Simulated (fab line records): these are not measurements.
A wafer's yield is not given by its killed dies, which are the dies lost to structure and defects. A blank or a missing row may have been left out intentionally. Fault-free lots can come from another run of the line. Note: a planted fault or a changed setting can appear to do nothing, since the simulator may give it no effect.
fab line records | flow nand-harc | part 1 of 2: steps 1 to 28 of 42
[record] lots = 5 | wafers = 15 | last-day = 21
route steps=1159 shown A_M0@995 A_M1@1026
lots untouched by any fault: they come from a run of this same line in which no faults occurred
start-h: start of the lot's first displayed wafer, in hours after the record's first day | wait-h: hours from the lot's prior step to this one | " unchanged from the row above | L1.1+2: one row covering several wafers at once | - either no value or no given start | * or withheld: withheld | < > ~ a bound
route shown NAME@n: names a module that has steps shown in the file, with the first one's number in the route | usual: the fault-free wafers' mean and standard deviation | same: alike in all rows | chamber/n: place in a boat | sites: per-site readings | _std_site: standard deviation of those values | _edge_site: the outer-site mean with the inner-site mean subtracted | radius-mm: how far each site lies from the wafer's centre | mask NAME#n: copy n | behind: tool/chamber where the wafer was last shaped | hold: reason for holding the lot/hours on hold/outcome of the hold | device: transistor that didn't switch, given as n, p or np | end of line: tests run on the same wafers once the route is complete | where a step has no rows: the recipe by itself | killed: the dies lost at the first sort to structure and to defects; this is not the yield of the wafer | map: per-die view of a wafer (x killed, . not killed, _ where there is no die)
set.NAME: the setting the step ran with; set.NAME@STEP: the setting that earlier step ran with | model.NAME: the simulator's own value behind a step, which no gauge read
a table for each step, a row for each wafer; lots at some steps of the route
services: from which hour (start-h, from the record's first day; less than 0 if before it) a tool's chamber was out of use, for how many hours, and why
[[steps]]
[step NHARC_A_M0_DEHYDRATE_01]
[recipe] temp-c = 150 | time-s = 120
lot.wafer  | tool           | chamber | start-h | wait-h
L074.4+5+6 | litho-track-06 | 0       | 399.14  | -
L077.1+4+6 | litho-track-01 | 0       | 402.66  | -
L075.1+4+6 | litho-track-01 | 0       | 409.54  | -
L083.2+3+4 | litho-track-04 | 0       | 449.43  | 0.5
L086.4+5+6 | litho-track-01 | 0       | 469.78  | -
[step NHARC_A_M0_HMDS_02]
[recipe] time-s = 30
lot.wafer  | tool           | chamber | start-h | wait-h
L074.4+5+6 | litho-track-06 | 0       | -       | -
L077.1+4+6 | litho-track-01 | 0       | -       | -
L075.1+4+6 | litho-track-01 | 0       | -       | -
L083.2+3+4 | litho-track-04 | 0       | -       | -
L086.4+5+6 | litho-track-01 | 0       | -       | -
[step NHARC_A_M0_COAT_33]
[recipe] temp-c = 200 | time-s = 65
lot.wafer  | tool           | chamber | start-h | wait-h
L074.4+5+6 | litho-track-06 | 0       | -       | -
L077.1+4+6 | litho-track-01 | 0       | -       | -
L075.1+4+6 | litho-track-01 | 0       | -       | -
L083.2+3+4 | litho-track-04 | 0       | -       | -
L086.4+5+6 | litho-track-01 | 0       | -       | -
[step NHARC_A_M0_COAT_03]
[recipe] spin-rpm = 1500 | resist-thk-nm = 90
lot.wafer  | tool           | chamber | start-h | wait-h
L074.4+5+6 | litho-track-06 | 0       | -       | -
L077.1+4+6 | litho-track-01 | 0       | -       | -
L075.1+4+6 | litho-track-01 | 0       | -       | -
L083.2+3+4 | litho-track-04 | 0       | -       | -
L086.4+5+6 | litho-track-01 | 0       | -       | -
[step NHARC_A_M0_SOFTBAKE_04]
[recipe] temp-c = 105 | time-s = 55
lot.wafer  | tool           | chamber | start-h | wait-h
L074.4+5+6 | litho-track-06 | 0       | -       | -
L077.1+4+6 | litho-track-01 | 0       | -       | -
L075.1+4+6 | litho-track-01 | 0       | -       | -
L083.2+3+4 | litho-track-04 | 0       | -       | -
L086.4+5+6 | litho-track-01 | 0       | -       | -
[step NHARC_A_M0_EBR_05]
lot.wafer  | tool           | chamber | start-h | wait-h
L074.4+5+6 | litho-track-06 | 0       | -       | -
L077.1+4+6 | litho-track-01 | 0       | -       | -
L075.1+4+6 | litho-track-01 | 0       | -       | -
L083.2+3+4 | litho-track-04 | 0       | -       | -
L086.4+5+6 | litho-track-01 | 0       | -       | -
[step NHARC_A_M0_EXPOSE_06]
[recipe] na = 1.35 | target-cd-nm = 80 | dose-mj = 83.25 | mask-id = A_M0
lot.wafer  | tool            | chamber | start-h | wait-h | mask
L074.4+5+6 | arfi-scanner-02 | 0       | 399.44  | -      | A_M0#0
L077.1+4+6 | arfi-scanner-02 | 0       | 402.83  | -      | A_M0#0
L075.1+4+6 | arfi-scanner-03 | 0       | 409.83  | -      | A_M0#0
L083.2+3+4 | arfi-scanner-03 | 0       | 449.73  | -      | A_M0#0
L086.4+5+6 | arfi-scanner-02 | 0       | 469.96  | -      | A_M0#0
[step NHARC_A_M0_PEB_07]
[recipe] peb-temp-c = 100 | peb-time-s = 65
lot.wafer  | tool           | chamber | start-h | wait-h
L074.4+5+6 | litho-track-04 | 0       | 399.50  | 0.0
L077.1+4+6 | litho-track-06 | 0       | 402.89  | 0.1
L075.1+4+6 | litho-track-06 | 0       | 409.89  | 0.1
L083.2+3+4 | litho-track-04 | 0       | 449.79  | 0.1
L086.4+5+6 | litho-track-01 | 0       | 470.01  | 0.0
[step NHARC_A_M0_DEVELOP_08]
[recipe] develop-time-s = 35 | dev-temp-c = 23
lot.wafer  | tool           | chamber | start-h | wait-h
L074.4+5+6 | litho-track-04 | 0       | -       | -
L077.1+4+6 | litho-track-06 | 0       | -       | -
L075.1+4+6 | litho-track-06 | 0       | -       | -
L083.2+3+4 | litho-track-04 | 0       | -       | -
L086.4+5+6 | litho-track-01 | 0       | -       | -
[step NHARC_A_M0_CD_MEAS_09]
[recipe] target-cd-nm = 80 | landing-energy-ev = 500
[usual] cd-nm = 80.0/0.72
lot.wafer | tool      | chamber | start-h | wait-h | cd-nm
L074.4    | cd-sem-03 | 0       | 399.58  | -      | 79.9
L074.5    | "         | 0       | "       | "      | 79.9
L074.6    | "         | 0       | "       | "      | 79.5
L077.1    | cd-sem-02 | 0       | 402.97  | -      | 79.1
L077.4    | "         | 0       | "       | "      | 79.4
L077.6    | "         | 0       | "       | "      | 79.9
L075.1    | cd-sem-02 | 0       | 409.96  | -      | 80.7
L075.4    | "         | 0       | "       | "      | 80.2
L075.6    | "         | 0       | "       | "      | 80.1
L083.2    | cd-sem-02 | 0       | 449.87  | -      | 80.7
L083.3    | "         | 0       | "       | "      | 80.9
L083.4    | "         | 0       | "       | "      | 81.7
L086.4    | cd-sem-03 | 0       | 470.09  | -      | 79.2
L086.5    | "         | 0       | "       | "      | 80.0
L086.6    | "         | 0       | "       | "      | 80.5
[step NHARC_A_M0_OVL_MEAS_10]
[recipe] pitch-nm = 160
[usual] overlay-x-nm = 0.0/1 | overlay-y-nm = -0.1/0.77
lot.wafer | tool       | chamber | start-h | wait-h | overlay-x-nm | overlay-y-nm
L074.4    | overlay-02 | -       | 399.66  | -      | 0.0          | 1.4
L074.5    | "          | -       | "       | "      | -0.4         | 2.0
L074.6    | "          | -       | "       | "      | -0.3         | 1.7
L077.1    | overlay-02 | -       | 403.06  | -      | -1.0         | -0.1
L077.4    | "          | -       | "       | "      | -1.2         | 0.0
L077.6    | "          | -       | "       | "      | -1.4         | -0.1
L075.1    | overlay-02 | -       | 410.07  | -      | -0.6         | -0.9
L075.4    | "          | -       | "       | "      | -0.3         | -0.5
L075.6    | "          | -       | "       | "      | -1.1         | -0.5
L083.2    | overlay-02 | -       | 449.95  | -      | -1.2         | 0.4
L083.3    | "          | -       | "       | "      | -1.7         | 0.1
L083.4    | "          | -       | "       | "      | -1.0         | 0.9
L086.4    | overlay-02 | -       | 470.18  | -      | -0.2         | 0.6
L086.5    | "          | -       | "       | "      | 0.3          | 0.3
L086.6    | "          | -       | "       | "      | 0.0          | 0.4
[step NHARC_A_M0_INSPECT_11]
[usual] raw-defect-count = 29/13
lot.wafer | tool              | chamber | start-h | wait-h | raw-defect-count
L074.4    | defect-inspect-02 | -       | 399.70  | 0.0    | 15
L074.5    | "                 | -       | "       | "      | 6
L074.6    | "                 | -       | "       | "      | 10
L077.1    | defect-inspect-02 | -       | 403.09  | 0.0    | 12
L077.4    | "                 | -       | "       | "      | 10
L077.6    | "                 | -       | "       | "      | 9
L075.1    | defect-inspect-01 | -       | 410.10  | 0.0    | 36
L075.4    | "                 | -       | "       | "      | 32
L075.6    | "                 | -       | "       | "      | 37
L083.2    | defect-inspect-01 | -       | 449.99  | 0.0    | 42
L083.3    | "                 | -       | "       | "      | 33
L083.4    | "                 | -       | "       | "      | 27
L086.4    | defect-inspect-01 | -       | 470.21  | 0.0    | 44
L086.5    | "                 | -       | "       | "      | 51
L086.6    | "                 | -       | "       | "      | 57
[step NHARC_A_M0_DESCUM_14]
[recipe] time-s = 3 | o2-flow-sccm = 200 | ar-flow-sccm = 0 | bias-power-w = 0 | chemistry = O2
[usual] drypump-motor-current-A = 5.9/0.61 | oes-product-au = 0.995/0.011 | rf-vpp-V = 57.8/0.75 | showerhead-plenum-p-Torr = 1.94/0.068 | throttle-valve-pct = 11.312/0.0081
[same] bias-power-w = 0
lot.wafer | tool        | chamber | start-h | wait-h | drypump-motor-current-A | oes-product-au | rf-hours-counter-h | rf-vpp-V | showerhead-plenum-p-Torr | throttle-valve-pct
L074.4    | rie-diel-05 | 2       | 399.77  | 0.1    | 5.0                     | 0.990          | 3                  | 57.8     | 1.87                     | 11.310
L074.6    | "           | 1       | "       | "      | 6.4                     | 1.009          | -                  | 57.1     | 1.95                     | 11.304
L074.5    | "           | 2       | "       | "      | 5.0                     | 0.985          | -                  | 58.4     | 1.87                     | 11.312
L077.4    | rie-diel-01 | 0       | 403.15  | 0.1    | 6.3                     | 0.994          | 5                  | 59.5     | 2.00                     | 11.309
L077.1    | "           | 2       | "       | "      | 4.9                     | 0.997          | 6                  | 58.2     | 1.88                     | 11.308
L077.6    | "           | 0       | "       | "      | 6.3                     | 1.003          | -                  | 57.1     | 2.00                     | 11.316
L075.1    | rie-diel-01 | 3       | 410.16  | 0.1    | 6.4                     | 1.010          | 5                  | 58.0     | 1.82                     | 11.308
L075.6    | "           | 3       | "       | "      | 6.5                     | 1.009          | -                  | 57.7     | 1.82                     | 11.303
L075.4    | "           | 2       | "       | "      | 4.9                     | 1.009          | -                  | 57.2     | 1.88                     | 11.297
L083.4    | rie-diel-01 | 1       | 450.06  | 0.1    | 6.3                     | 0.985          | 9                  | 58.3     | 2.00                     | 11.316
L083.2    | "           | 2       | "       | "      | 4.8                     | 0.998          | 9                  | 57.9     | 1.88                     | 11.307
L083.3    | "           | 3       | "       | "      | 6.5                     | 1.001          | 9                  | 57.1     | 1.82                     | 11.316
L086.4    | rie-diel-01 | 2       | 470.28  | 0.1    | 4.8                     | 1.001          | 10                 | 56.9     | 1.88                     | 11.315
L086.6    | "           | 1       | "       | "      | 6.3                     | 0.991          | -                  | 57.9     | 2.00                     | 11.316
L086.5    | "           | 2       | "       | "      | 4.9                     | 0.997          | -                  | 57.3     | 1.88                     | 11.316
[step NHARC_A_M0_ETCH_34]
[recipe] target-depth-a = 400 | overetch-a = 120 | time-s = 43.94 | ion-energy-ev = 200 | n2-flow-sccm = 150 | h2-flow-sccm = 150 | ar-flow-sccm = 0 | rf-w = 400 | bias-w = 150 | chemistry = N2/H2
[usual] drypump-motor-current-A = 6.0/0.59 | n2-flow-sccm = 150.0/0.45 | oes-product-au = 0.997/0.01 | rf-fwd-power-W = 395.4/2.2 | rf-vpp-V = 431.3/2.1 | showerhead-plenum-p-Torr = 2.07/0.075 | throttle-valve-pct = 14.172/0.0091
lot.wafer | tool        | chamber | start-h | wait-h | drypump-motor-current-A | n2-flow-sccm | oes-product-au | rf-fwd-power-W | rf-hours-counter-h | rf-vpp-V | showerhead-plenum-p-Torr | throttle-valve-pct
L074.4    | rie-diel-05 | 1       | 399.85  | 0.1    | 6.4                     | 149.8        | 1.005          | 393.5          | 4                  | 432.4    | 2.08                     | 14.186
L074.5    | "           | 3       | "       | "      | 5.2                     | 149.3        | 0.980          | 391.4          | -                  | 433.1    | 2.13                     | 14.159
L074.6    | "           | 0       | "       | "      | 6.1                     | 149.5        | 0.993          | 398.2          | -                  | 432.9    | 2.12                     | 14.173
L077.4    | rie-diel-01 | 3       | 403.24  | 0.1    | 6.5                     | 150.3        | 1.018          | 395.3          | 5                  | 427.8    | 1.94                     | 14.163
L077.1    | "           | 0       | "       | "      | 6.3                     | 149.7        | 1.007          | 397.6          | 5                  | 433.2    | 2.14                     | 14.174
L077.6    | "           | 0       | "       | "      | 6.4                     | 149.7        | 1.016          | 396.8          | -                  | 433.1    | 2.14                     | 14.187
L075.4    | rie-diel-01 | 3       | 410.27  | 0.0    | 6.5                     | 149.3        | 1.012          | 396.9          | 5                  | 427.3    | 1.94                     | 14.175
L075.1    | "           | 2       | "       | "      | 4.9                     | 150.2        | 0.999          | 393.0          | 6                  | 428.7    | 2.00                     | 14.174
L075.6    | "           | 0       | "       | "      | 6.4                     | 149.8        | 1.003          | 397.3          | -                  | 434.1    | 2.14                     | 14.168
L083.2    | rie-diel-01 | 3       | 450.14  | 0.1    | 6.5                     | 149.8        | 1.004          | 393.7          | 9                  | 428.5    | 1.94                     | 14.174
L083.3    | "           | 0       | "       | "      | 6.4                     | 150.5        | 0.995          | 393.6          | 9                  | 433.8    | 2.14                     | 14.159
L083.4    | "           | 1       | "       | "      | 6.3                     | 150.6        | 0.990          | 395.4          | 9                  | 434.1    | 2.14                     | 14.171
L086.4    | rie-diel-01 | 1       | 470.85  | 0.6    | 6.3                     | 150.0        | 1.001          | 393.3          | 10                 | 432.7    | 2.14                     | 14.170
L086.6    | "           | 0       | "       | "      | 6.4                     | 149.9        | 1.013          | 394.8          | -                  | 432.9    | 2.14                     | 14.174
L086.5    | "           | 1       | "       | "      | 6.3                     | 150.3        | 0.996          | 395.5          | -                  | 433.3    | 2.14                     | 14.176
[step NHARC_A_M0_ETCH_15]
[recipe] target-depth-a = 1500 | overetch-a = 150 | time-s = 82.5 | c4f8-flow-sccm = withheld | ar-flow-sccm = 400 | rf-w = 600 | bias-w = 300 | chemistry = C4F8/Ar
[usual] oes-product-au = 0.946/0.023 | rf-fwd-power-W = 595.6/2.6 | rf-vpp-V = 441.4/2.3
lot.wafer | tool        | chamber | start-h | wait-h | oes-product-au | rf-fwd-power-W | rf-hours-counter-h | rf-vpp-V
L074.4    | rie-diel-05 | 2       | -       | -      | 0.914          | 597.0          | 3                  | 436.6
L074.5    | "           | 1       | "       | "      | 0.931          | 593.6          | -                  | 442.4
L074.6    | "           | 2       | "       | "      | 0.911          | 597.6          | -                  | 438.8
L077.1    | rie-diel-01 | 0       | -       | -      | 0.950          | 593.7          | 5                  | 443.0
L077.4    | "           | 1       | "       | "      | 0.946          | 593.3          | 6                  | 443.2
L077.6    | "           | 0       | "       | "      | 0.948          | 596.3          | -                  | 443.7
L075.1    | rie-diel-01 | 2       | -       | -      | 0.948          | 592.8          | 6                  | 437.9
L075.4    | "           | 0       | "       | "      | 0.954          | 597.5          | 6                  | 443.9
L075.6    | "           | 2       | "       | "      | 0.958          | 591.9          | -                  | 438.7
L083.2    | rie-diel-01 | 1       | -       | -      | 0.914          | 594.6          | 9                  | 443.8
L083.4    | "           | 3       | "       | "      | 0.929          | 596.2          | 9                  | 437.4
L083.3    | "           | 0       | "       | "      | 0.927          | 596.0          | 9                  | 443.0
L086.4    | rie-diel-01 | 3       | -       | -      | 0.934          | 598.7          | 10                 | 438.8
L086.5    | "           | 1       | "       | "      | 0.923          | 592.8          | -                  | 442.2
L086.6    | "           | 2       | "       | "      | 0.919          | 593.3          | -                  | 440.5
[step NHARC_A_M0_CD_MEAS_16]
[usual] cd-nm = 80.0/0.8
lot.wafer | tool      | chamber | start-h | wait-h | cd-nm
L074.4    | cd-sem-01 | -       | 400.06  | -      | 80.3
L074.5    | "         | -       | "       | "      | 81.2
L074.6    | "         | -       | "       | "      | 79.0
L077.1    | cd-sem-02 | -       | 403.46  | -      | 79.0
L077.4    | "         | -       | "       | "      | 78.8
L077.6    | "         | -       | "       | "      | 79.9
L075.1    | cd-sem-01 | -       | 410.48  | -      | 81.0
L075.4    | "         | -       | "       | "      | 80.1
L075.6    | "         | -       | "       | "      | 79.7
L083.2    | cd-sem-03 | -       | 450.36  | -      | 80.0
L083.3    | "         | -       | "       | "      | 80.2
L083.4    | "         | -       | "       | "      | 81.7
L086.4    | cd-sem-02 | -       | 471.06  | -      | 78.8
L086.5    | "         | -       | "       | "      | 80.1
L086.6    | "         | -       | "       | "      | 80.8
[step NHARC_A_M0_STRIP_18]
[recipe] power-w = 1000 | n2-flow-sccm = 150 | h2-flow-sccm = 150 | ar-flow-sccm = 0 | bias-w = 0 | chemistry = N2/H2
[usual] drypump-motor-current-A = 6.0/0.6 | n2-flow-sccm = 150.0/0.45 | oes-product-au = 0.995/0.011 | power-w = 1000.2/3 | rf-fwd-power-W = 997.3/2.8 | rf-vpp-V = 90.8/0.83 | showerhead-plenum-p-Torr = 2.07/0.073 | throttle-valve-pct = 14.172/0.0089
lot.wafer | tool        | chamber | start-h | wait-h | drypump-motor-current-A | n2-flow-sccm | oes-product-au | power-w | rf-fwd-power-W | rf-hours-counter-h | rf-vpp-V | showerhead-plenum-p-Torr | throttle-valve-pct
L074.4    | rie-diel-12 | 3       | 400.16  | 0.1    | 6.7                     | 150.1        | 0.987          | 1002.9  | 997.2          | 1                  | 89.8     | 2.09                     | 14.177
L074.5    | "           | 2       | "       | "      | 6.4                     | 150.0        | 1.000          | 997.2   | 998.4          | -                  | 90.4     | 2.19                     | 14.172
L074.6    | "           | 3       | "       | "      | 6.7                     | 149.9        | 0.994          | 1001.9  | 996.4          | -                  | 91.5     | 2.09                     | 14.175
L077.1    | rie-diel-12 | 1       | 403.56  | 0.1    | 5.8                     | 150.0        | 0.984          | 1003.8  | 992.5          | 1                  | 90.7     | 2.06                     | 14.168
L077.4    | "           | 3       | "       | "      | 6.7                     | 149.9        | 0.982          | 996.4   | 992.2          | 1                  | 90.2     | 2.09                     | 14.167
L077.6    | "           | 0       | "       | "      | 6.2                     | 149.4        | 0.992          | 996.9   | 998.0          | -                  | 90.0     | 1.99                     | 14.177
L075.1    | rie-diel-05 | 2       | 410.56  | 0.1    | 5.0                     | 150.7        | 0.986          | 993.7   | 996.4          | 5                  | 89.9     | 1.99                     | 14.156
L075.4    | "           | 3       | "       | "      | 5.2                     | 149.8        | 0.994          | 998.9   | 996.9          | 5                  | 91.8     | 2.13                     | 14.190
L075.6    | "           | 3       | "       | "      | 5.2                     | 150.0        | 0.998          | 1002.7  | 993.0          | -                  | 91.2     | 2.13                     | 14.188
L083.2    | rie-diel-05 | 2       | 450.44  | 0.1    | 5.0                     | 149.8        | 0.994          | 998.1   | 999.4          | 9                  | 91.2     | 1.99                     | 14.172
L083.3    | "           | 3       | "       | "      | 5.2                     | 149.9        | 1.000          | 998.7   | 996.3          | 9                  | 91.4     | 2.13                     | 14.174
L083.4    | "           | 1       | "       | "      | 6.4                     | 150.2        | 0.998          | 998.3   | 1000.8         | 8                  | 91.1     | 2.08                     | 14.171
L086.4    | rie-diel-12 | 3       | 471.18  | 0.1    | 6.7                     | 149.7        | 0.995          | 1001.4  | 998.6          | 6                  | 89.3     | 2.09                     | 14.183
L086.6    | "           | 1       | "       | "      | 5.8                     | 150.3        | 1.000          | 997.7   | 996.0          | -                  | 92.1     | 2.06                     | 14.183
L086.5    | "           | 2       | "       | "      | 6.5                     | 149.9        | 1.016          | 1001.6  | 1001.6         | -                  | 90.9     | 2.19                     | 14.170
[step NHARC_A_M0_STRIP_19]
[recipe] time-s = 600 | temp-c = 30 | chemistry = post-etch-residue-remover
lot.wafer  | tool         | chamber | start-h | wait-h
L074.6+4+5 | wet-bench-06 | 5,7,1   | 400.40  | -
L077.1+4+6 | wet-bench-04 | 1,2,5   | 403.80  | -
L075.4+6+1 | wet-bench-06 | 5,7,0   | 410.84  | -
L083.2+3+4 | wet-bench-01 | 3,5,6   | 450.72  | -
L086.4+6+5 | wet-bench-01 | 7,0,4   | 471.41  | -
[step NHARC_A_M0_DEGAS_28]
[recipe] temp-c = 250 | time-s = 60
[usual] heater-power-w = 335/31
lot.wafer | tool           | chamber | start-h | wait-h | heater-power-w
L074.4    | pvd-sputter-03 | -       | 400.71  | -      | 375
L074.5    | "              | -       | "       | "      | 316
L074.6    | "              | -       | "       | "      | 369
L077.4    | pvd-sputter-03 | -       | 404.07  | -      | 329
L077.1    | "              | -       | "       | "      | 388
L077.6    | "              | -       | "       | "      | 322
L075.1    | pvd-sputter-03 | -       | 411.10  | -      | 316
L075.4    | "              | -       | "       | "      | 380
L075.6    | "              | -       | "       | "      | 376
L083.2    | pvd-sputter-03 | -       | 450.99  | -      | 357
L083.3    | "              | -       | "       | "      | 327
L083.4    | "              | -       | "       | "      | 388
L086.4    | pvd-sputter-01 | -       | 471.68  | -      | 304
L086.6    | "              | -       | "       | "      | 305
L086.5    | "              | -       | "       | "      | 333
[step NHARC_A_M0_PRE_CLEAN_29]
[recipe] time-s = 30 | temp-c = 280 | gas = H2/He
[usual] heater-power-w = 412/39
lot.wafer | tool           | chamber | start-h | wait-h | heater-power-w
L074.4    | pvd-sputter-03 | -       | -       | -      | 403
L074.6    | "              | -       | "       | "      | 442
L074.5    | "              | -       | "       | "      | 401
L077.4    | pvd-sputter-03 | -       | -       | -      | 389
L077.1    | "              | -       | "       | "      | 394
L077.6    | "              | -       | "       | "      | 379
L075.1    | pvd-sputter-03 | -       | -       | -      | 398
L075.4    | "              | -       | "       | "      | 470
L075.6    | "              | -       | "       | "      | 463
L083.4    | pvd-sputter-03 | -       | -       | -      | 453
L083.3    | "              | -       | "       | "      | 399
L083.2    | "              | -       | "       | "      | 457
L086.4    | pvd-sputter-01 | -       | -       | -      | 373
L086.5    | "              | -       | "       | "      | 381
L086.6    | "              | -       | "       | "      | 412
[step NHARC_A_M0_PVD_20]
[recipe] target-thk-a = 50 | bias-v = 168.6 | power-w = 15000 | chamber-pressure-pa = 0.12 | time-s = 8.06 | substrate-temp-c = 50 | material = TaN
[usual] cathode-dc-power-W = 15000/2.9 | throttle-valve-pct = 29.9/1.5
lot.wafer | tool           | chamber | start-h | wait-h | cathode-dc-power-W | throttle-valve-pct
L074.4    | pvd-sputter-03 | -       | -       | -      | 14995              | 30.2
L074.6    | "              | -       | "       | "      | 15003              | 30.2
L074.5    | "              | -       | "       | "      | 15005              | 31.5
L077.4    | pvd-sputter-03 | -       | -       | -      | 14999              | 30.0
L077.1    | "              | -       | "       | "      | 14997              | 31.0
L077.6    | "              | -       | "       | "      | 14995              | 28.3
L075.1    | pvd-sputter-03 | -       | -       | -      | 15002              | 30.4
L075.4    | "              | -       | "       | "      | 15000              | 28.1
L075.6    | "              | -       | "       | "      | 15002              | 30.4
L083.3    | pvd-sputter-03 | -       | -       | -      | 14997              | 31.0
L083.4    | "              | -       | "       | "      | 15001              | 27.9
L083.2    | "              | -       | "       | "      | 15002              | 30.3
L086.4    | pvd-sputter-01 | -       | -       | -      | 15001              | 29.2
L086.6    | "              | -       | "       | "      | 14998              | 30.6
L086.5    | "              | -       | "       | "      | 15002              | 32.5
[step NHARC_A_M0_PVD_21]
[recipe] target-thk-a = 300 | chamber-pressure-pa = 5 | power-w = 5000 | substrate-temp-c = 30 | time-s = 20.49 | material = Cu
[usual] cathode-dc-power-W = 5000.0/0.82 | throttle-valve-pct = 29.8/1.5
lot.wafer | tool           | chamber | start-h | wait-h | cathode-dc-power-W | throttle-valve-pct
L074.4    | pvd-sputter-03 | -       | -       | -      | 4999.6             | 31.0
L074.6    | "              | -       | "       | "      | 5001.3             | 27.8
L074.5    | "              | -       | "       | "      | 4999.6             | 30.4
L077.1    | pvd-sputter-03 | -       | -       | -      | 5000.3             | 30.2
L077.4    | "              | -       | "       | "      | 5000.4             | 30.4
L077.6    | "              | -       | "       | "      | 4999.0             | 28.2
L075.4    | pvd-sputter-03 | -       | -       | -      | 5000.1             | 28.0
L075.1    | "              | -       | "       | "      | 4999.6             | 30.2
L075.6    | "              | -       | "       | "      | 5001.0             | 30.4
L083.3    | pvd-sputter-03 | -       | -       | -      | 4999.4             | 28.2
L083.4    | "              | -       | "       | "      | 4998.3             | 30.4
L083.2    | "              | -       | "       | "      | 5000.1             | 30.1
L086.4    | pvd-sputter-01 | -       | -       | -      | 5000.3             | 32.5
L086.6    | "              | -       | "       | "      | 5000.0             | 30.3
L086.5    | "              | -       | "       | "      | 4998.9             | 32.0
[step NHARC_A_M0_ECD_22]
[recipe] target-thk-a = 4000 | bath-temp-c = 25 | material = Cu
lot.wafer  | tool      | chamber | start-h | wait-h
L074.4+6+5 | ecd-cu-01 | 1,1,0   | 401.15  | -
L077.1+4+6 | ecd-cu-01 | 1       | 404.49  | -
L075.1+4+6 | ecd-cu-01 | 1       | 411.46  | -
L083.2+4+3 | ecd-cu-02 | 0,1,0   | 451.40  | -
L086.4+6+5 | ecd-cu-01 | 0,0,1   | 472.24  | -
[step NHARC_A_M0_ANNEAL_30]
[recipe] temp-c = 225 | time-s = 90
[usual] anneal-temp-c-max = 226.7/0.31 | wafer_temp_C_max = 226.0/0.34
lot.wafer | tool          | chamber | start-h | wait-h | anneal-temp-c-max | wafer_temp_C_max
L074.4    | rtp-anneal-01 | 0       | 401.58  | 0.4    | 226.5             | 225.5
L074.5    | "             | 0       | "       | "      | 226.1             | 225.9
L074.6    | "             | 0       | "       | "      | 226.7             | 226.0
L077.1    | rtp-anneal-02 | 0       | 404.81  | -      | 227.0             | 225.9
L077.4    | "             | 0       | "       | "      | 227.0             | 226.5
L077.6    | "             | 0       | "       | "      | 226.9             | 225.9
L075.1    | rtp-anneal-01 | 0       | 411.84  | -      | 226.7             | 225.7
L075.4    | "             | 0       | "       | "      | 226.7             | 225.7
L075.6    | "             | 0       | "       | "      | 226.8             | 225.9
L083.2    | rtp-anneal-01 | 0       | 451.78  | 0.3    | 226.9             | 225.7
L083.3    | "             | 0       | "       | "      | 226.8             | 225.8
L083.4    | "             | 0       | "       | "      | 226.3             | 225.4
L086.4    | rtp-anneal-02 | 0       | 472.67  | 0.4    | 226.2             | 226.2
L086.5    | "             | 0       | "       | "      | 226.9             | 226.3
L086.6    | "             | 0       | "       | "      | 226.8             | 226.1
[step NHARC_A_M0_CMP_23]
[recipe] t-overpolish-s = 20 | target-thk-nm = 113.75
[usual] motor-current-A = 11.5/1.4 | time-to-endpoint-s = 29/3.1
lot.wafer | tool   | chamber | start-h | wait-h | motor-current-A | time-to-endpoint-s
L074.4    | cmp-03 | 1       | 401.83  | -      | 10.1            | 34
L074.6    | "      | 3       | "       | "      | 11.6            | 30
L074.5    | "      | 0       | "       | "      | 12.1            | 25
L077.4    | cmp-04 | 2       | 405.16  | -      | 10.6            | 24
L077.1    | "      | 3       | "       | "      | 12.8            | 32
L077.6    | "      | 3       | "       | "      | 13.1            | 33
L075.1    | cmp-03 | 3       | 412.21  | -      | 12.0            | 28
L075.4    | "      | 0       | "       | "      | 11.7            | 27
L075.6    | "      | 2       | "       | "      | 9.2             | 27
L083.3    | cmp-04 | 3       | 452.07  | -      | 13.2            | 30
L083.4    | "      | 0       | "       | "      | 11.2            | 26
L083.2    | "      | 1       | "       | "      | 10.2            | 31
L086.4    | cmp-01 | 2       | 472.86  | -      | 13.5            | 28
L086.5    | "      | 2       | "       | "      | 13.3            | 30
L086.6    | "      | 3       | "       | "      | 12.8            | 30
[step NHARC_A_M0_THK_MEAS_24]
[recipe] thk-meas-gauge = xrf
[usual] thk-nm = 113.8/1.7
lot.wafer | tool          | chamber | start-h | wait-h | thk-nm
L074.4    | film-metro-01 | -       | 402.10  | -      | 116.8
L074.5    | "             | -       | "       | "      | 113.0
L074.6    | "             | -       | "       | "      | 115.0
L077.1    | film-metro-01 | -       | 405.48  | -      | 112.7
L077.4    | "             | -       | "       | "      | 115.0
L077.6    | "             | -       | "       | "      | 114.3
L075.1    | film-metro-02 | -       | 412.50  | -      | 116.5
L075.4    | "             | -       | "       | "      | 113.1
L075.6    | "             | -       | "       | "      | 114.9
L083.2    | film-metro-01 | -       | 452.39  | -      | 115.5
L083.3    | "             | -       | "       | "      | 113.2
L083.4    | "             | -       | "       | "      | 114.3
L086.4    | film-metro-02 | -       | 473.18  | -      | 115.6
L086.5    | "             | -       | "       | "      | 111.5
L086.6    | "             | -       | "       | "      | 115.7
[step NHARC_A_M0_SRD_25]
lot.wafer  | tool         | chamber | start-h | wait-h
L074.4+5+6 | wet-bench-10 | 1,2,3   | 402.17  | 0.1
L077.1+4+6 | wet-bench-08 | 4,5,0   | 405.52  | 0.0
L075.1+6+4 | wet-bench-10 | 0,4,5   | 412.54  | 0.0
L083.4+2+3 | wet-bench-08 | 0,1,3   | 452.43  | 0.0
L086.4+6+5 | wet-bench-10 | 2,3,6   | 473.22  | 0.0
[step NHARC_A_M0_INSPECT_27]
[usual] raw-defect-count = 475/150
lot.wafer | tool              | chamber | start-h | wait-h | raw-defect-count
L074.4    | defect-inspect-02 | -       | 402.31  | 0.1    | 314
L074.5    | "                 | -       | "       | "      | 312
L074.6    | "                 | -       | "       | "      | 395
L077.1    | defect-inspect-01 | -       | 405.63  | 0.0    | 504
L077.4    | "                 | -       | "       | "      | 356
L077.6    | "                 | -       | "       | "      | 748
L075.1    | defect-inspect-02 | -       | 412.65  | 0.0    | 550
L075.4    | "                 | -       | "       | "      | 417
L075.6    | "                 | -       | "       | "      | 342
L083.2    | defect-inspect-01 | -       | 452.55  | 0.0    | 539
L083.3    | "                 | -       | "       | "      | 810
L083.4    | "                 | -       | "       | "      | 484
L086.4    | defect-inspect-02 | -       | 473.34  | 0.0    | 594
L086.5    | "                 | -       | "       | "      | 407
L086.6    | "                 | -       | "       | "      | 608
